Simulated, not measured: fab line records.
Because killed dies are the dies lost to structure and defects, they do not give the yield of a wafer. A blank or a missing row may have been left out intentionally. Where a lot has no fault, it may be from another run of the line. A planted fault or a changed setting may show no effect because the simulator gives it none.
Which of the tools did it? | flow nand harc | 24 lots, 72 wafers sampled, at 5 steps of a route of 1159

== WHAT THE GAUGES SHOWED, per wafer ==
NHARC_A_SIN_REMOVE_INSPECT_04. Usual: 297 for raw defect count, sd 68.
lot  | measured     | on                | raw defect count | flag
L074 | day 14 22:04 | defect inspect-01 | 284 294 242      |
L076 | day 15 07:52 | defect inspect-01 | 296 217 251      |
L075 | day 15 07:53 | defect inspect-02 | 275 359 446      |
L077 | day 15 19:44 | defect inspect-01 | 194 243 195      |
L078 | day 16 08:53 | defect inspect-01 | 241 288 164      |
L081 | day 16 08:54 | defect inspect-02 | 309 355 346      |
L079 | day 16 08:55 | defect inspect-01 | 334 348 329      |
L082 | day 17 09:38 | defect inspect-01 | 406 268 221      |
L084 | day 17 09:38 | defect inspect-01 | 394 400 222      |
L085 | day 17 12:37 | defect inspect-01 | 252 368 332      |
L083 | day 17 12:37 | defect inspect-02 | 306 321 407      |
L080 | day 17 12:38 | defect inspect-01 | 472 350 361      |
L087 | day 19 03:34 | defect inspect-02 | 237 285 283      |
L086 | day 19 03:35 | defect inspect-01 | 275 293 283      |
L088 | day 19 03:35 | defect inspect-02 | 299 185 370      |
L091 | day 19 03:37 | defect inspect-02 | 273 301 346      |
L089 | day 19 06:54 | defect inspect-01 | 212 317 339      |
L092 | day 19 14:44 | defect inspect-02 | 233 230 244      |
L090 | day 19 14:44 | defect inspect-01 | 341 258 241      |
L094 | day 20 11:19 | defect inspect-01 | 242 319 205      |
L096 | day 20 11:19 | defect inspect-01 | 188 356 303      |
L093 | day 20 11:20 | defect inspect-01 | 211 295 299      |
L097 | day 20 17:06 | defect inspect-01 | 338 257 341      |
L095 | day 20 17:07 | defect inspect-02 | 231 245 239      |

NHARC_A_CONTACT_INSPECT_44. Usual: 25 for raw defect count, sd 12.
lot  | measured     | on                | raw defect count | flag
L074 | day 16 10:46 | defect inspect-02 | 23 15 19         |
L076 | day 17 04:32 | defect inspect-01 | 14 16 22         |
L075 | day 16 20:49 | defect inspect-01 | 8 14 16          |
L077 | day 17 08:23 | defect inspect-01 | 28 34 27         |
L078 | day 17 20:05 | defect inspect-01 | 7 11 9           |
L081 | day 17 16:41 | defect inspect-01 | 13 11 11         |
L079 | day 17 22:12 | defect inspect-01 | 38 36 28         |
L082 | day 18 22:28 | defect inspect-01 | 33 24 19         |
L084 | day 18 22:35 | defect inspect-02 | 37 36 50         |
L085 | day 19 11:20 | defect inspect-01 | 23 24 19         |
L083 | day 19 11:11 | defect inspect-01 | 28 21 31         |
L080 | day 19 05:50 | defect inspect-02 | 18 30 26         |
L087 | day 20 14:35 | defect inspect-01 | 8 13 9           |
L086 | day 20 16:17 | defect inspect-02 | 22 15 25         |
L088 | day 20 18:58 | defect inspect-01 | 38 46 52         |
L091 | day 20 12:15 | defect inspect-01 | 46 59 38         |
L089 | day 20 23:05 | defect inspect-02 | 32 38 40         |
L092 | day 21 13:52 | defect inspect-02 | 8 14 10          |
L090 | day 21 10:32 | defect inspect-01 | 32 27 32         |
L094 | day 21 20:42 | defect inspect-02 | 40 36 38         |
L096 | day 21 21:34 | defect inspect-01 | 18 25 17         |
L093 | day 22 02:30 | defect inspect-02 | 31 30 36         |
L097 | day 22 12:34 | defect inspect-01 | 11 7 10          |
L095 | day 22 11:43 | defect inspect-01 | 21 12 17         |

NHARC_A_CONTACT_OVL_MEAS_70. Usual: overlay x nm 0.0 nm, standard deviation 0.65; overlay y nm -0.5 nm, standard deviation 0.76.
lot  | measured     | on         | overlay x nm (nm) | overlay y nm (nm) | flag
L074 | day 16 20:37 | overlay-01 | -0.4 -0.4 -0.2    | -0.7 -1.1 -0.7    |
L076 | day 17 13:18 | overlay-02 | 0.0 0.5 -0.3      | 0.3 0.6 0.3       |
L075 | day 17 07:14 | overlay-01 | 0.8 0.9 0.6       | -1.2 -0.5 -0.6    |
L077 | day 17 16:44 | overlay-01 | -0.9 -0.7 -0.7    | -1.7 -2.2 -1.8    |
L078 | day 18 03:21 | overlay-01 | 0.6 -0.1 0.1      | -0.8 -1.1 -0.8    |
L081 | day 17 23:59 | overlay-02 | 0.3 -0.1 -0.2     | -0.9 -1.0 -1.4    |
L079 | day 18 05:04 | overlay-02 | -0.5 0.0 -0.1     | 0.4 0.3 0.2       |
L082 | day 19 05:25 | overlay-02 | -0.1 0.0 0.2      | -0.5 -0.1 -0.5    |
L084 | day 19 05:34 | overlay-01 | -0.2 0.7 0.6      | -0.7 -0.4 -1.5    |
L085 | day 19 19:00 | overlay-02 | -1.0 -0.4 -1.0    | -0.2 -0.1 -0.5    |
L083 | day 19 18:51 | overlay-01 | -0.6 -0.3 -0.3    | -0.5 -0.1 -0.6    |
L080 | day 19 12:53 | overlay-01 | -0.1 -0.6 -0.2    | -0.7 -0.9 -1.2    |
L087 | day 20 21:28 | overlay-02 | -0.3 -0.1 -1.2    | 0.5 0.3 0.7       |
L086 | day 21 02:59 | overlay-01 | 0.3 0.7 -0.5      | 0.1 0.4 0.3       |
L088 | day 21 04:44 | overlay-01 | 0.9 1.0 1.1       | -2.2 -2.5 -2.6    |
L091 | day 20 19:26 | overlay-02 | 1.0 0.5 0.6       | -0.7 -1.0 -0.8    |
L089 | day 21 10:56 | overlay-01 | 0.1 0.1 -0.1      | -0.2 0.2 0.3      |
L092 | day 21 21:22 | overlay-01 | 0.9 0.9 0.9       | -0.1 0.0 -0.2     |
L090 | day 21 19:15 | overlay-02 | -0.8 -0.3 -0.7    | -0.5 -1.6 -1.3    |
L094 | day 22 04:36 | overlay-01 | -0.8 -0.6 -0.4    | -1.1 -0.7 -1.5    |
L096 | day 22 04:48 | overlay-02 | -1.1 -0.5 -0.6    | -0.1 -0.8 -0.2    |
L093 | day 22 09:28 | overlay-01 | 0.7 0.5 0.9       | 0.9 0.7 0.4       |
L097 | day 22 20:07 | overlay-01 | 1.5 1.5 0.7       | -0.3 -0.1 -0.6    |
L095 | day 22 18:42 | overlay-01 | -0.4 -0.2 -0.1    | -0.4 0.1 -0.3     |

== WHAT TOOL EACH LOT RAN ON (gives the tool, then ch and the chambers of the sampled wafers, and finally the start) ==
lot  | NHARC_A_CONTACT_ETCH_123             | NHARC_A_CONTACT_STRIP_55
L074 | har cap etch-01 ch 0,1, day 16 13:19 | rie diel-03 ch 0,2,3, day 16 20:37 or earlier
L076 | har cap etch-03 ch 0,1, day 17 07:21 | rie diel-06 ch 0,2,3, day 17 08:31
L075 | har cap etch-02 ch 0,1, day 16 23:31 | rie diel-03 ch 2,3, day 17 07:14 or earlier
L077 | har cap etch-02 ch 0,1, day 17 11:05 | rie diel-06 ch 0,2,3, day 17 16:44 or earlier
L078 | har cap etch-03 ch 0,1, day 17 23:03 | rie diel-03 ch 1,2,3, day 18 03:21 or earlier
L081 | har cap etch-03 ch 0,1, day 17 19:15 | rie diel-06 ch 0,2, day 17 23:59 or earlier
L079 | har cap etch-01 ch 0,1, day 18 00:46 | rie diel-13 ch 1,3, day 18 05:04 or earlier
L082 | har cap etch-03 ch 0,1, day 19 01:03 | rie diel-06 ch 1,2,3, day 19 05:25 or earlier
L084 | har cap etch-01 ch 0,1, day 19 01:07 | rie diel-03 ch 0,3, day 19 05:34 or earlier
L085 | har cap etch-03 ch 0,1, day 19 14:22 | rie diel-06 ch 2,3, day 19 19:00 or earlier
L083 | har cap etch-02 ch 0,1, day 19 13:56 | rie diel-06 ch 0,2,3, day 19 18:51 or earlier
L080 | har cap etch-01 ch 0,1, day 19 08:25 | rie diel-06 ch 0,1,2, day 19 12:53 or earlier
L087 | har cap etch-01 ch 0,1, day 20 17:12 | rie diel-06 ch 0,2,3, day 20 21:28 or earlier
L086 | har cap etch-03 ch 0,1, day 20 18:50 | rie diel-03 ch 0,1,3, day 21 02:59 or earlier
L088 | har cap etch-02 ch 0,1, day 20 21:34 | rie diel-06 ch 0,2,3, day 21 04:44 or earlier
L091 | har cap etch-02 ch 0,1, day 20 15:01 | rie diel-06 ch 1,2, day 20 19:26 or earlier
L089 | har cap etch-02 ch 1, day 21 01:37   | rie diel-06 ch 1,2,3, day 21 10:56 or earlier
L092 | har cap etch-02 ch 0, day 21 16:25   | rie diel-06 ch 1,3, day 21 21:22 or earlier
L090 | har cap etch-03 ch 0,1, day 21 13:29 | rie diel-13 ch 0,1,3, day 21 19:15 or earlier
L094 | har cap etch-03 ch 0,1, day 21 23:59 | rie diel-03 ch 0,2, day 22 04:36 or earlier
L096 | har cap etch-01 ch 0,1, day 22 00:10 | rie diel-03 ch 0,1,3, day 22 04:48 or earlier
L093 | har cap etch-01 ch 0,1, day 22 05:02 | rie diel-13 ch 0,2,3, day 22 09:28 or earlier
L097 | har cap etch-03 ch 0,1, day 22 15:40 | rie diel-06 ch 1,3, day 22 20:07 or earlier
L095 | har cap etch-01 ch 0,1, day 22 14:17 | rie diel-13 ch 0,1,3, day 22 18:42 or earlier
- NHARC_A_CONTACT_ETCH_123: etches the open film in C4F8/O2/Ar, time 253 s, target depth 1090 nm.
- NHARC_A_CONTACT_STRIP_55: strips in O2.

== AS READ BY THE TOOLS THEMSELVES (means over the sampled wafers that have a number; for cases with no such wafer, the mark the record gives instead) ==
NHARC_A_CONTACT_ETCH_123. Usual: 0.997 a.u. for oes air line au, sd 0.02.
lot  | tool            | oes air line au (a.u.) | flag
L074 | har cap etch-01 | 1.002                  |
L076 | har cap etch-03 | 0.976                  |
L075 | har cap etch-02 | 0.992                  |
L077 | har cap etch-02 | 1.017                  |
L078 | har cap etch-03 | 0.998                  |
L081 | har cap etch-03 | 1.000                  |
L079 | har cap etch-01 | 1.006                  |
L082 | har cap etch-03 | 0.990                  |
L084 | har cap etch-01 | 0.970                  |
L085 | har cap etch-03 | 0.983                  |
L083 | har cap etch-02 | 0.994                  |
L080 | har cap etch-01 | 1.026                  |
L087 | har cap etch-01 | 0.994                  |
L086 | har cap etch-03 | 0.997                  |
L088 | har cap etch-02 | 0.987                  |
L091 | har cap etch-02 | 0.979                  |
L089 | har cap etch-02 | 1.014                  |
L092 | har cap etch-02 | 0.974                  |
L090 | har cap etch-03 | 1.012                  |
L094 | har cap etch-03 | 0.983                  |
L096 | har cap etch-01 | 1.000                  |
L093 | har cap etch-01 | 1.029                  |
L097 | har cap etch-03 | 0.980                  |
L095 | har cap etch-01 | 0.996                  |

NHARC_A_CONTACT_STRIP_55. Usual: drypump motor current A 5.8 A, standard deviation 0.3; oes product au 0.996 a.u., standard deviation 0.013; rf vpp V 57.8 V, standard deviation 0.9; showerhead plenum p Torr 3.54 Torr, standard deviation 0.18; throttle valve pct 17.036 %, standard deviation 0.0085.
lot  | tool        | drypump motor current A (A) | oes product au (a.u.) | rf vpp V (V) | showerhead plenum p Torr (Torr) | throttle valve pct (%) | flag
L074 | rie diel-03 | 6.1                         | 0.992                 | 56.8         | 3.44                            | 17.032                 |
L076 | rie diel-06 | 5.7                         | 0.997                 | 58.4         | 3.45                            | 17.031                 |
L075 | rie diel-03 | 6.1                         | 0.996                 | 58.7         | 3.52                            | 17.034                 |
L077 | rie diel-06 | 5.7                         | 0.999                 | 57.9         | 3.45                            | 17.036                 |
L078 | rie diel-03 | 6.2                         | 0.996                 | 58.5         | 3.62                            | 17.029                 |
L081 | rie diel-06 | 5.5                         | 0.996                 | 57.5         | 3.48                            | 17.031                 |
L079 | rie diel-13 | 6.0                         | 1.021                 | 57.9         | 3.30                            | 17.038                 |
L082 | rie diel-06 | 5.9                         | 0.985                 | 57.9         | 3.67                            | 17.048                 |
L084 | rie diel-03 | 6.2                         | 0.998                 | 57.2         | 3.56                            | 17.033                 |
L085 | rie diel-06 | 5.8                         | 0.993                 | 59.2         | 3.73                            | 17.032                 |
L083 | rie diel-06 | 5.7                         | 0.999                 | 58.2         | 3.62                            | 17.039                 |
L080 | rie diel-06 | 5.6                         | 0.998                 | 56.8         | 3.52                            | 17.040                 |
L087 | rie diel-06 | 5.7                         | 0.987                 | 59.0         | 3.62                            | 17.029                 |
L086 | rie diel-03 | 6.2                         | 0.986                 | 57.3         | 3.46                            | 17.035                 |
L088 | rie diel-06 | 5.7                         | 0.989                 | 57.1         | 3.62                            | 17.037                 |
L091 | rie diel-06 | 5.7                         | 1.002                 | 58.7         | 3.57                            | 17.044                 |
L089 | rie diel-06 | 5.8                         | 0.991                 | 58.1         | 3.66                            | 17.029                 |
L092 | rie diel-06 | 5.9                         | 0.990                 | 57.9         | 3.70                            | 17.036                 |
L090 | rie diel-13 | 5.9                         | 1.002                 | 58.0         | 3.54                            | 17.035                 |
L094 | rie diel-03 | 6.0                         | 1.000                 | 58.0         | 3.51                            | 17.045                 |
L096 | rie diel-03 | 6.2                         | 0.986                 | 57.6         | 3.46                            | 17.044                 |
L093 | rie diel-13 | 5.7                         | 0.988                 | 57.6         | 3.67                            | 17.036                 |
L097 | rie diel-06 | 6.0                         | 0.998                 | 58.6         | 3.70                            | 17.032                 |
L095 | rie diel-13 | 5.9                         | 1.007                 | 57.6         | 3.53                            | 17.041                 |

== THE ANSWER, worked out from the rows above alone ==
Rule: a lot counts as off when the mean over its wafers that have a number is more than 3 standard deviations away from the usual mean. Also off: a lot with no number at a reading for which 4 or more lots have one. The other lots that the step has rows for count as sound. The gauges are gone through in route order, then the tools' own readings, and for those a lot's mean is taken as printed above. The first step at which some lot is off is used, and at that step the reading that is off furthest; a lot without a number counts as furthest.
Nothing can be told from this: no lot is off at any reading shown.

== WHAT THE SIMULATOR PUT IN ==
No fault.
